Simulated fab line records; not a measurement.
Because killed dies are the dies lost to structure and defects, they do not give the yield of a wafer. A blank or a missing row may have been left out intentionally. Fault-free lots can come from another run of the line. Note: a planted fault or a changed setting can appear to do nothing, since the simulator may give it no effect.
Chamber matching | flow n5 finfet | N5_BEOL_M5_CURE_79 on uv cure-03 has 3 sister chambers
The step cures SiCOH lowk, time 240 s. 3 wafers are shown with their chamber, then 9 later ones without.

WAFERS PAIRED WITH THEIR CHAMBERS
wafer  | chamber | wafer_temp_C_max
L082.5 | 2       | 385.6
L084.4 | 0       | 385.8
L083.6 | 1       | 387.3

WAFERS WITH NO CHAMBER GIVEN
wafer  | wafer_temp_C_max
L087.1 | 388.5
L087.3 | 388.4
L087.4 | 388.4
L089.1 | 386.7
L089.2 | 385.6
L089.3 | 385.8
L097.3 | 388.0
L097.4 | 388.1
L097.5 | 387.9

WHICH CHAMBER EACH ONE RAN IN
wafer  | from the rows above          | in truth
L087.1 | can't be placed: 1 or 0      | 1
L087.3 | can't be placed: 1 or 0      | 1
L087.4 | can't be placed: 1 or 0      | 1
L089.1 | can't be placed: 1 or 0 or 2 | 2
L089.2 | can't be placed: 2 or 0      | 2
L089.3 | can't be placed: 0 or 2 or 1 | 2
L097.3 | can't be placed: 1 or 0      | 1
L097.4 | can't be placed: 1 or 0      | 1
L097.5 | can't be placed: 1 or 0      | 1
Correctly placed: 0 of 9. Can't be placed from these rows: 9 (the true chamber is among the candidates in 9). 0 placed wrongly.
How it was worked out, from the rows above alone: a wafer's distance from a chamber is the root of the sum, over the readings, of the square of ((its reading less the chamber's mean) divided by the reading's scatter). The wafer belongs to the nearest chamber; if the next one is less than 2 further off, it can't be placed. Each chamber's mean is taken over the wafers shown for it. The scatter (one wafer shown for each chamber): square how far every hidden wafer sits from the nearest shown wafer, average those squares and take the square root.
